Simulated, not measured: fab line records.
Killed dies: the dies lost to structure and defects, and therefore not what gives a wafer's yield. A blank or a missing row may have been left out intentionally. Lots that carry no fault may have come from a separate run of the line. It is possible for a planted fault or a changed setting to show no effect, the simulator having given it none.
fab line records	flow nandHarc
[record] lots = 6	wafers = 18	lastDay = 24
route steps=1159 shown A_CONTACT@859 END@1159
lots that met no fault: taken from a fault-free run of the same line
startH: start of the lot's first displayed wafer, in hours after the record's first day	waitH: hours from the lot's prior step to this one	" repeats the value in the row above	L1.1+2: a single row standing in for several wafers	- no value, or no start given	* or withheld: withheld	< > ~ a bound
route shown NAME@n: a module of which the file shows steps, and the number in the route of the first	usual: the fault-free wafers' mean and standard deviation	same: alike in all rows	chamber/n: place in a boat	sites: per-site readings	_std_site: standard deviation of those values	_edge_site: mean of outer sites minus mean of inner sites	radiusMm: how far each site lies from the wafer's centre	mask NAME#n: copy n	behind: the last tool/chamber to shape the wafer	hold: the reason the lot was held/the length of the hold in hours/how it ended	device: transistor that didn't switch, given as n, p or np	end of line: at the end of the route, the tests of the same wafers	a step with no rows: only its recipe	killed: not the wafer's yield, but the dies lost to structure and defects at the first sort	map: dies across one wafer; x = killed, . = not, _ = none there
set.NAME: the setting the step ran with; set.NAME@STEP: the setting that earlier step ran with	model.NAME: the simulator's own value behind a step, which no gauge read
lots seen at some steps along the route; tables by step, rows by wafer
services: a tool's chamber out of use, with start hour (startH, from the record's first day; less than 0 if before it), hours out, and reason
[[steps]]
[step NHARC_A_CONTACT_ETCH_49]
[recipe] targetDepthA = 2600	overEtchFrac = 0.3	timeS = 475.3	ionEnergyEv = 200	n2FlowSccm = 150	h2FlowSccm = 150	arFlowSccm = 0	rfW = 400	biasW = 150	chemistry = N2/H2
[step NHARC_A_CONTACT_ETCH_50]
[recipe] targetDepthA = 847	timeS = 42.4	cf4FlowSccm = 100	chf3FlowSccm = 30	arFlowSccm = 0	rfW = 500	biasW = 200	chemistry = CF4/CHF3
[step NHARC_A_CONTACT_ETCH_51]
[recipe] targetDepthA = 36000	overEtchFrac = 0.3	timeS = 936	ionEnergyEv = 150	o2FlowSccm = 400	cosFlowSccm = 20	arFlowSccm = 0	rfW = 500	biasW = 300	chemistry = O2/COS
[step NHARC_A_CONTACT_ETCH_111]
[recipe] sourceW = withheld	pressureMtorr = 20	biasV = withheld	timeS = 140	targetDepthA = 7000	arFlowSccm = withheld	c4f8FlowSccm = withheld	o2FlowSccm = withheld	chemistry = C4F8/O2/Ar
[step NHARC_A_CONTACT_ETCH_112]
[recipe] sourceW = withheld	pressureMtorr = 20	biasV = 3000	timeS = 94	targetDepthA = 9220	arFlowSccm = withheld	c4f8FlowSccm = withheld	o2FlowSccm = withheld	chemistry = C4F8/O2/Ar
[step NHARC_A_CONTACT_ETCH_113]
[recipe] sourceW = withheld	pressureMtorr = 20	biasV = 3000	timeS = 94	targetDepthA = 9220	arFlowSccm = withheld	c4f8FlowSccm = withheld	o2FlowSccm = withheld	chemistry = C4F8/O2/Ar
[step NHARC_A_CONTACT_ETCH_114]
[recipe] sourceW = withheld	pressureMtorr = 20	biasV = 3000	timeS = 94	targetDepthA = 9220	arFlowSccm = withheld	c4f8FlowSccm = withheld	o2FlowSccm = withheld	chemistry = C4F8/O2/Ar
lot.wafer	tool	chamber	startH	waitH	rfHoursCounterH
L201.2	harCapEtch-03	1	397.75	0.1	83
L201.3	"	0	"	"	-
L201.6	"	0	"	"	-
L207.2	harCapEtch-01	0	429.59	0.1	64
L207.3	"	1	"	"	-
L207.6	"	0	"	"	-
L215.1	harCapEtch-01	0	492.35	0.1	73
L215.4	"	0	"	"	-
L215.5	"	1	"	"	-
L216.1	harCapEtch-01	1	495.44	0.1	75
L216.3	"	1	"	"	-
L216.6	"	0	"	"	-
L217.2	harCapEtch-02	1	503.70	0.1	32
L217.1	"	0	"	"	32
L217.4	"	1	"	"	-
L219.1	harCapEtch-02	1	513.96	0.1	34
L219.2	"	0	"	"	34
L219.5	"	1	"	"	-
[step NHARC_A_CONTACT_ETCH_115]
[recipe] sourceW = withheld	pressureMtorr = 20	biasV = 3000	timeS = 94	targetDepthA = 9220	arFlowSccm = withheld	c4f8FlowSccm = withheld	o2FlowSccm = withheld	chemistry = C4F8/O2/Ar
lot.wafer	tool	chamber	startH	waitH	rfHoursCounterH
L201.2	harCapEtch-03	1	397.84	0.1	83
L201.3	"	0	"	"	-
L201.6	"	0	"	"	-
L207.2	harCapEtch-01	0	429.68	0.1	64
L207.3	"	1	"	"	-
L207.6	"	0	"	"	-
L215.1	harCapEtch-01	0	492.44	0.1	73
L215.4	"	0	"	"	-
L215.5	"	1	"	"	-
L216.1	harCapEtch-01	1	495.53	0.1	75
L216.3	"	1	"	"	-
L216.6	"	0	"	"	-
L217.2	harCapEtch-02	1	503.79	0.1	32
L217.1	"	0	"	"	32
L217.4	"	1	"	"	-
L219.1	harCapEtch-02	1	514.05	0.1	34
L219.2	"	0	"	"	34
L219.5	"	1	"	"	-
[step NHARC_A_CONTACT_ETCH_116]
[recipe] sourceW = withheld	pressureMtorr = 20	biasV = 3000	timeS = 94	targetDepthA = 9220	arFlowSccm = withheld	c4f8FlowSccm = withheld	o2FlowSccm = withheld	chemistry = C4F8/O2/Ar
[step NHARC_A_CONTACT_ETCH_117]
[recipe] sourceW = withheld	pressureMtorr = 20	biasV = 3000	timeS = 94	targetDepthA = 9220	arFlowSccm = withheld	c4f8FlowSccm = withheld	o2FlowSccm = withheld	chemistry = C4F8/O2/Ar
[step NHARC_A_CONTACT_ETCH_118]
[recipe] sourceW = withheld	pressureMtorr = 20	biasV = 3000	timeS = 94	targetDepthA = 9220	arFlowSccm = withheld	c4f8FlowSccm = withheld	o2FlowSccm = withheld	chemistry = C4F8/O2/Ar
[step NHARC_A_CONTACT_ETCH_119]
[recipe] sourceW = withheld	pressureMtorr = 20	biasV = 3000	timeS = 94	targetDepthA = 9220	arFlowSccm = withheld	c4f8FlowSccm = withheld	o2FlowSccm = withheld	chemistry = C4F8/O2/Ar
[step NHARC_A_CONTACT_ETCH_120]
[recipe] sourceW = withheld	pressureMtorr = 20	biasV = 3000	timeS = 94	targetDepthA = 9220	arFlowSccm = withheld	c4f8FlowSccm = withheld	o2FlowSccm = withheld	chemistry = C4F8/O2/Ar
lot.wafer	tool	chamber	startH	waitH	rfHoursCounterH
L201.2	harCapEtch-03	1	398.30	0.1	84
L201.3	"	0	"	"	-
L201.6	"	0	"	"	-
L207.2	harCapEtch-01	0	430.13	0.1	65
L207.3	"	1	"	"	-
L207.6	"	0	"	"	-
L215.1	harCapEtch-01	0	492.90	0.1	74
L215.4	"	0	"	"	-
L215.5	"	1	"	"	-
L216.1	harCapEtch-01	1	495.98	0.1	75
L216.3	"	1	"	"	-
L216.6	"	0	"	"	-
L217.2	harCapEtch-02	1	504.24	0.1	32
L217.1	"	0	"	"	32
L217.4	"	1	"	"	-
L219.1	harCapEtch-02	1	514.51	0.1	34
L219.2	"	0	"	"	34
L219.5	"	1	"	"	-
[step NHARC_A_CONTACT_ETCH_121]
[recipe] sourceW = withheld	pressureMtorr = 20	biasV = 3000	timeS = 94	targetDepthA = 9220	arFlowSccm = withheld	c4f8FlowSccm = withheld	o2FlowSccm = withheld	chemistry = C4F8/O2/Ar
[step NHARC_A_CONTACT_ETCH_122]
[recipe] sourceW = withheld	pressureMtorr = 20	biasV = 3000	timeS = 95	targetDepthA = 9300	arFlowSccm = withheld	c4f8FlowSccm = withheld	o2FlowSccm = withheld	chemistry = C4F8/O2/Ar
lot.wafer	tool	chamber	startH	waitH	rfHoursCounterH
L201.2	harCapEtch-03	1	398.48	0.1	84
L201.3	"	0	"	"	-
L201.6	"	0	"	"	-
L207.2	harCapEtch-01	0	430.31	0.1	65
L207.3	"	1	"	"	-
L207.6	"	0	"	"	-
L215.1	harCapEtch-01	0	493.08	0.1	74
L215.4	"	0	"	"	-
L215.5	"	1	"	"	-
L216.1	harCapEtch-01	1	496.17	0.1	75
L216.3	"	1	"	"	-
L216.6	"	0	"	"	-
L217.2	harCapEtch-02	1	504.43	0.1	33
L217.1	"	0	"	"	33
L217.4	"	1	"	"	-
L219.1	harCapEtch-02	1	514.69	0.1	35
L219.2	"	0	"	"	35
L219.5	"	1	"	"	-
[step NHARC_A_CONTACT_ETCH_123]
[recipe] sourceW = withheld	pressureMtorr = 20	biasV = 400	timeS = 253	targetDepthA = 10900	arFlowSccm = withheld	c4f8FlowSccm = 11.5	o2FlowSccm = 7.2	chemistry = C4F8/O2/Ar
lot.wafer	tool	chamber	startH	waitH	rfHoursCounterH
L201.2	harCapEtch-03	1	398.57	0.1	84
L201.3	"	0	"	"	-
L201.6	"	0	"	"	-
L207.2	harCapEtch-01	0	430.44	0.1	65
L207.3	"	1	"	"	-
L207.6	"	0	"	"	-
L215.1	harCapEtch-01	0	493.17	0.1	74
L215.4	"	0	"	"	-
L215.5	"	1	"	"	-
L216.1	harCapEtch-01	1	496.30	0.1	75
L216.3	"	1	"	"	-
L216.6	"	0	"	"	-
L217.2	harCapEtch-02	1	504.52	0.1	33
L217.1	"	0	"	"	33
L217.4	"	1	"	"	-
L219.1	harCapEtch-02	1	514.78	0.1	35
L219.2	"	0	"	"	35
L219.5	"	1	"	"	-
[step NHARC_A_CONTACT_ETCH_90]
[recipe] targetDepthA = 400	overEtchFrac = 0.5	timeS = 85.7	ionEnergyEv = 120	ch3fFlowSccm = 50	o2FlowSccm = 30	arFlowSccm = 200	rfW = 500	biasW = 100	chemistry = CH3F/O2
[step NHARC_A_CONTACT_ETCH_96]
[recipe] targetDepthA = 200	overEtchFrac = 0.5	timeS = 10	ionEnergyEv = 250	c4f6FlowSccm = 25	o2FlowSccm = 20	arFlowSccm = 500	rfW = 600	biasW = 500	chemistry = C4F6/O2
[step NHARC_A_CONTACT_CD_MEAS_53]
[usual] cdNm = 189.8/0.84
lot.wafer	tool	chamber	startH	waitH	cdNm
L201.2	cdSem-03	-	399.40	-	190.1
L201.3	"	-	"	"	190.3
L201.6	"	-	"	"	189.5
L207.2	cdSem-03	-	431.21	-	190.1
L207.3	"	-	"	"	190.2
L207.6	"	-	"	"	190.4
L215.1	cdSem-01	-	494.36	-	190.0
L215.4	"	-	"	"	189.3
L215.5	"	-	"	"	190.1
L216.1	cdSem-02	-	497.37	-	190.7
L216.3	"	-	"	"	190.1
L216.6	"	-	"	"	190.6
L217.1	cdSem-03	-	505.46	-	189.7
L217.2	"	-	"	"	190.1
L217.4	"	-	"	"	189.4
L219.1	cdSem-01	-	515.59	-	189.9
L219.2	"	-	"	"	189.9
L219.5	"	-	"	"	189.8
[step NHARC_A_CONTACT_STRIP_99]
[recipe] n2FlowSccm = 150	h2FlowSccm = 150	arFlowSccm = 0	biasW = 0	chemistry = N2/H2
[step NHARC_A_CONTACT_STRIP_100]
[recipe] cf4FlowSccm = 100	chf3FlowSccm = 30	arFlowSccm = 0	biasW = 0	chemistry = CF4/CHF3
[step NHARC_A_CONTACT_STRIP_101]
[recipe] o2FlowSccm = 400	cosFlowSccm = 20	arFlowSccm = 0	biasW = 0	chemistry = O2/COS
[step NHARC_A_CONTACT_ETCH_102]
[recipe] targetDepthA = 700	overetchA = 70	timeS = 38.5	ionEnergyEv = 100	cf4FlowSccm = 80	o2FlowSccm = 20	arFlowSccm = 0	rfW = 300	biasW = 100	chemistry = CF4/O2
[step NHARC_A_CONTACT_STRIP_55]
[recipe] o2FlowSccm = 500	arFlowSccm = 0	biasW = 0	chemistry = O2
[step NHARC_A_CONTACT_STRIP_56]
[recipe] timeS = 600	tempC = 30	chemistry = postEtchResidueRemover
[step NHARC_A_CONTACT_DEP_57]
[recipe] targetThkA = 28000	tempC = 400	material = aC
[step NHARC_A_CONTACT_DEP_58]
[recipe] targetThkA = 600	targetThkNm = 60	tempC = 400	pressureTorr = 3.5	flowSccm = 200	rfW = 350	material = SiON
[step NHARC_A_CONTACT_DEHYDRATE_59]
[recipe] tempC = 150	timeS = 120
[step NHARC_A_CONTACT_HMDS_60]
[recipe] timeS = 30
[step NHARC_A_CONTACT_COAT_61]
[recipe] tempC = 260	timeS = 75
[step NHARC_A_CONTACT_COAT_62]
[recipe] tempC = 225	timeS = 65
[step NHARC_A_CONTACT_COAT_63]
[recipe] spinRpm = 1500	resistThkNm = 90
[step NHARC_A_CONTACT_SOFTBAKE_64]
[recipe] tempC = 105	timeS = 55
[step NHARC_A_CONTACT_EBR_65]
[step NHARC_A_CONTACT_EXPOSE_66]
[recipe] na = 1.35	sigmaOuter = 0.8	doseMj = 59.02	maskId = A_CC_2
[step NHARC_A_CONTACT_PEB_67]
[recipe] pebTempC = 100	pebTimeS = 65
[step NHARC_A_CONTACT_DEVELOP_68]
[recipe] developTimeS = 35	devTempC = 23
[step NHARC_A_CONTACT_CD_MEAS_69]
[recipe] targetCdNm = 200	landingEnergyEv = 500
[usual] cdNm = 200.1/0.73
lot.wafer	tool	chamber	startH	waitH	cdNm
L201.2	cdSem-01	0	403.53	-	199.8
L201.3	"	0	"	"	198.9
L201.6	"	0	"	"	199.9
L207.2	cdSem-01	0	438.05	-	201.1
L207.3	"	0	"	"	200.1
L207.6	"	0	"	"	200.3
L215.1	cdSem-03	0	497.95	-	201.7
L215.4	"	0	"	"	200.6
L215.5	"	0	"	"	199.7
L216.1	cdSem-03	0	500.93	-	200.2
L216.3	"	0	"	"	199.9
L216.6	"	0	"	"	200.9
L217.1	cdSem-01	0	509.59	-	201.0
L217.2	"	0	"	"	199.5
L217.4	"	0	"	"	199.4
L219.1	cdSem-03	0	519.25	-	200.7
L219.2	"	0	"	"	200.8
L219.5	"	0	"	"	201.1
[step NHARC_A_CONTACT_OVL_MEAS_70]
[usual] overlayXNm = -0.1/0.78	overlayYNm = 0.1/0.81
lot.wafer	tool	chamber	startH	waitH	overlayXNm	overlayYNm
L201.2	overlay-02	-	403.61	-	0.1	-0.1
L201.3	"	-	"	"	0.3	-0.3
L201.6	"	-	"	"	0.0	-0.5
L207.2	overlay-01	-	438.14	-	0.9	0.2
L207.3	"	-	"	"	0.5	0.2
L207.6	"	-	"	"	0.7	0.3
L215.1	overlay-02	-	498.04	-	-1.1	0.6
L215.4	"	-	"	"	-1.6	0.1
L215.5	"	-	"	"	-0.7	0.3
L216.1	overlay-02	-	501.02	-	0.5	1.5
L216.3	"	-	"	"	0.0	1.2
L216.6	"	-	"	"	0.7	1.1
L217.1	overlay-01	-	509.67	-	-1.3	1.5
L217.2	"	-	"	"	-0.8	1.0
L217.4	"	-	"	"	-1.5	1.0
L219.1	overlay-01	-	519.34	-	-0.2	1.0
L219.2	"	-	"	"	0.2	1.1
L219.5	"	-	"	"	-0.1	1.6
[step NHARC_A_CONTACT_DESCUM_74]
[recipe] timeS = 3	o2FlowSccm = 200	arFlowSccm = 0	biasPowerW = 0	chemistry = O2
[step NHARC_A_CONTACT_ETCH_75]
[recipe] targetDepthA = 390	overEtchFrac = 0.3	timeS = 65	ionEnergyEv = 80	cf4FlowSccm = 150	arFlowSccm = 0	rfW = 300	biasW = 100	chemistry = CF4
[usual] biasW = 100.0/0.31	drypumpMotorCurrentA = 5.8/0.49	oesProductAu = 0.997/0.01	rfVppV = 151.0/0.94	showerheadPlenumPTorr = 1.76/0.057	throttleValvePct = 13.285/0.0092
lot.wafer	tool	chamber	startH	waitH	biasW	drypumpMotorCurrentA	oesProductAu	rfHoursCounterH	rfVppV	showerheadPlenumPTorr	throttleValvePct
L201.3	rieDiel-02	1	403.81	0.1	99.6	6.2	1.012	25	150.8	1.74	13.284
L201.2	"	0	"	"	99.5	6.0	0.989	25	150.9	1.69	13.279
L201.6	"	2	"	"	100.0	5.7	0.979	-	149.8	1.78	13.306
L207.2	rieDiel-04	2	438.32	0.1	100.5	5.8	0.995	26	149.1	1.71	13.271
L207.3	"	1	"	"	100.0	5.7	0.989	26	151.8	1.81	13.273
L207.6	"	2	"	"	100.3	5.8	0.990	-	150.6	1.71	13.287
L215.4	rieDiel-02	3	498.23	0.1	100.6	5.3	0.996	57	149.6	1.72	13.289
L215.1	"	0	"	"	100.6	6.0	1.005	59	150.3	1.68	13.292
L215.5	"	3	"	"	101.0	5.3	0.990	-	150.1	1.72	13.272
L216.3	rieDiel-07	0	501.26	0.1	99.9	5.5	1.002	30	150.1	1.81	13.284
L216.1	"	2	"	"	100.5	5.9	1.009	32	151.8	1.75	13.285
L216.6	"	1	"	"	99.9	5.7	1.006	-	151.3	1.79	13.273
L217.2	rieDiel-07	2	509.91	0.1	100.4	5.9	1.002	37	150.7	1.75	13.273
L217.1	"	3	"	"	100.1	6.2	0.988	35	152.7	1.83	13.281
L217.4	"	1	"	"	99.8	5.7	1.004	35	149.5	1.79	13.290
L219.1	rieDiel-07	0	519.52	0.1	100.3	5.5	0.992	38	151.6	1.81	13.283
L219.2	"	1	"	"	99.9	5.7	1.008	39	151.4	1.78	13.289
L219.5	"	1	"	"	99.8	5.6	1.012	-	150.7	1.78	13.294
[step NHARC_END_SORT_01]
[recipe] tempC = 25
[usual] killedAtArray = 28/11	killedAtOther = 0.8/1.1	killedAtPeriphery = 3.3/2.8	killedDies = 32/11	killedOpen = 3.3/1.9	killedShort = 1.9/1.4
[same] grossDies = 677
lot.wafer	tool	chamber	startH	waitH	killedAtArray	killedAtOther	killedAtPeriphery	killedDies	killedOpen	killedShort
L215.1	prober-02	0	568.73	2.5	99	0	1	100	1	3
L215.4	prober-02	0	571.12	3.4	110	0	1	111	3	2
L215.5	prober-02	0	571.92	3.7	120	0	1	121	2	1
L216.1	prober-02	0	576.44	2.4	139	1	1	141	4	3
L216.3	prober-02	0	578.03	3.1	132	1	1	134	6	2
L216.6	prober-02	0	580.43	4.0	119	2	3	124	7	2
// killed by level:class
L215.1 A_CONTACT:unspecified=87 A_CHANNEL_HOLE_D1:chamberFilmFlake=5 A_CONTACT:chamberFilmFlake=4 P_CONTACT:geometricParticle:short=1 A_ONON_D1:geometricParticle:short=1 A_M0:geometricParticle:open=1 A_M0:geometricParticle:short=1
L215.4 A_CONTACT:unspecified=96 A_CHANNEL_HOLE_D1:chamberFilmFlake=5 A_CONTACT:geometricParticle:open=2 A_STAIRCASE:chamberFilmFlake=2 A_CONTACT:chamberFilmFlake=2 A_SOURCE_PLATE:geometricParticle:open=1 A_CHANNEL_FILL_D1:geometricParticle:short=1 A_CONTACT:geometricParticle:short=1
L215.5 A_CONTACT:unspecified=106 A_CHANNEL_HOLE_D1:chamberFilmFlake=6 A_CONTACT:chamberFilmFlake=5 P_CONTACT:geometricParticle:open=1 A_CHANNEL_FILL_D1:geometricParticle:short=1 A_BLC:geometricParticle:open=1 A_SLIT:chamberFilmFlake=1
L216.1 A_CONTACT:unspecified=107 A_SLIT:chamberFilmFlake=16 A_CHANNEL_HOLE_D1:chamberFilmFlake=7 A_CHANNEL_FILL_D1:geometricParticle:short=2 A_CONTACT:chamberFilmFlake=2 P_CONTACT:geometricParticle:open=1 A_ONON_D1:geometricParticle:open=1 A_WL_FILL:geometricParticle:short=1
L216.3 A_CONTACT:unspecified=106 A_SLIT:chamberFilmFlake=14 A_CHANNEL_HOLE_D1:chamberFilmFlake=4 P_M1:geometricParticle:open=1 A_ONON_D1:geometricParticle:open=1 A_CHANNEL_FILL_D1:geometricParticle:short=1 A_WL_FILL:geometricParticle:open=1 A_WL_FILL:geometricParticle:short=1
L216.6 A_CONTACT:unspecified=92 A_SLIT:chamberFilmFlake=15 A_CHANNEL_HOLE_D1:chamberFilmFlake=4 A_M0:geometricParticle:open=3 STARTING-WAFER:geometricParticle:open=2 A_STAIRCASE:chamberFilmFlake=2 P_GATE:geometricParticle:open=1 P_M1:geometricParticle:short=1
// map L215.5 (x killed, . not)
____________.____________
_________......._________
_______..........._______
______.............______
_____..............._____
____.x...............____
____.................____
___...................___
___.........x...x.....___
__......x..xxxxxx......__
__........xxxxx.x......__
_.........xxxxxx........_
_........xxxxxxxxx......_
_........xxxxxxxxxx....._
_........xxxxxxxxx......_
_....x..xxxxxxxxxxx....._
.........xxxxxxxxx.......
.........xxxxxxxx........
.........xxxxxxx.xx......
..........xxxxxxxx.......
......x...xxxxx..x.......
_....x....x.x.xx........_
_...x.......xx.x........_
_..............x........_
_......................._
_..x.x.................._
__...x.................__
__...x.x...............__
___..x................___
___.x.................___
____x................____
____.................____
_____..............._____
______.............______
_______..........._______
_________......._________
____________.____________
// map L216.1 (x killed, . not)
____________.____________
_________......._________
_______..x........_______
______...x.........______
_____...x..........._____
____x................____
____.................____
___x.........x........___
___...x......xx.......___
__.x.....x.x.x.x.......__
__x.......xxxxxx.......__
_....x...x.xxxxxx......._
_x.......xxxxxxxx......x_
_........xxxxxxxxx......_
_........xxxxxxxxxx....._
_........xxxxxxxxx......_
.......x.xxxxxxxxx.......
........xxxxxxxxxx.......
x........xxxxxxxxxxx.....
..........xxxxxxx........
.....x.....xxxxxx........
_.........xxxxx..x......_
_......x.......x...x...._
_...x..................._
_......xx..............._
_............x...x......_
__.x.x..x..............__
__..xxxx...............__
___.xxxx..............___
___...x...............___
____.................____
____x................____
_____x.............._____
______.............______
_______..........._______
_________......._________
____________.____________
[[services]]
tool	chamber	startH	hours	kind
rieDiel-07	0	385.00	-	clean
rieDiel-07	1	385.00	-	clean
rieDiel-07	2	385.00	-	clean
rieDiel-07	3	385.00	-	clean
rieDiel-04	3	404.91	21.6	repair
rieDiel-07	-	405.20	9.0	pm
rieDiel-07	0	405.20	9.0	ventCycle
rieDiel-07	1	405.20	9.0	ventCycle
rieDiel-07	2	405.20	9.0	ventCycle
rieDiel-07	3	405.20	9.0	ventCycle
rieDiel-07	0	414.20	-	clean
rieDiel-07	0	414.20	-	consumableReplace:focusRing
rieDiel-07	1	414.20	-	clean
rieDiel-07	2	414.20	-	clean
rieDiel-07	3	414.20	-	clean
rieDiel-07	3	414.20	-	consumableReplace:focusRing
rieDiel-07	0	438.90	-	clean
rieDiel-07	1	438.90	-	clean
rieDiel-07	2	438.90	-	clean
rieDiel-07	3	438.90	-	clean
rieDiel-04	0	448.06	6.4	repair
rieDiel-04	-	466.28	9.0	pm
rieDiel-04	2	483.06	4.3	repair
rieDiel-02	-	505.01	9.0	pm
[[key]]
[firstSign] step = NHARC_END_SORT_01	reading = killedAtArray	direction = up	sigmas = 8.4	usual = 28	struck = 120
[effect] step = NHARC_END_SORT_01	reading = killedDies	direction = up	sigmas = 7.9	usual = 32	struck = 122
[moreKillsBornAt] NHARC_A_CONTACT_ETCH_120@harCapEtch-01 = 592
metAt NHARC_A_CONTACT_ETCH_120
struckWafers L215.1,L215.4,L215.5,L216.1,L216.3,L216.6
testerLeftOut L215,L216
onsetBetween 430.13 492.90
alsoFits NHARC_A_CONTACT_ETCH_114:harCapEtch-01,NHARC_A_CONTACT_ETCH_115:harCapEtch-01,NHARC_A_CONTACT_ETCH_122:harCapEtch-01,NHARC_A_CONTACT_ETCH_123:harCapEtch-01
[fault] kind = chamberParticleSource	tool = harCapEtch-01	chamber = -	onsetH = 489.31	steps = NHARC_A_CONTACT_ETCH_120	ratePerVisitCm2 = 1.8821	endH = 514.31
// testerLeftOut: of these lots the tester's yield and bins aren't shown, on N5 and GAA mostly nor the transistor test; their killed dies are dies lost to structure and defects alone, not to doping, threshold or leakage, so they don't give the yield
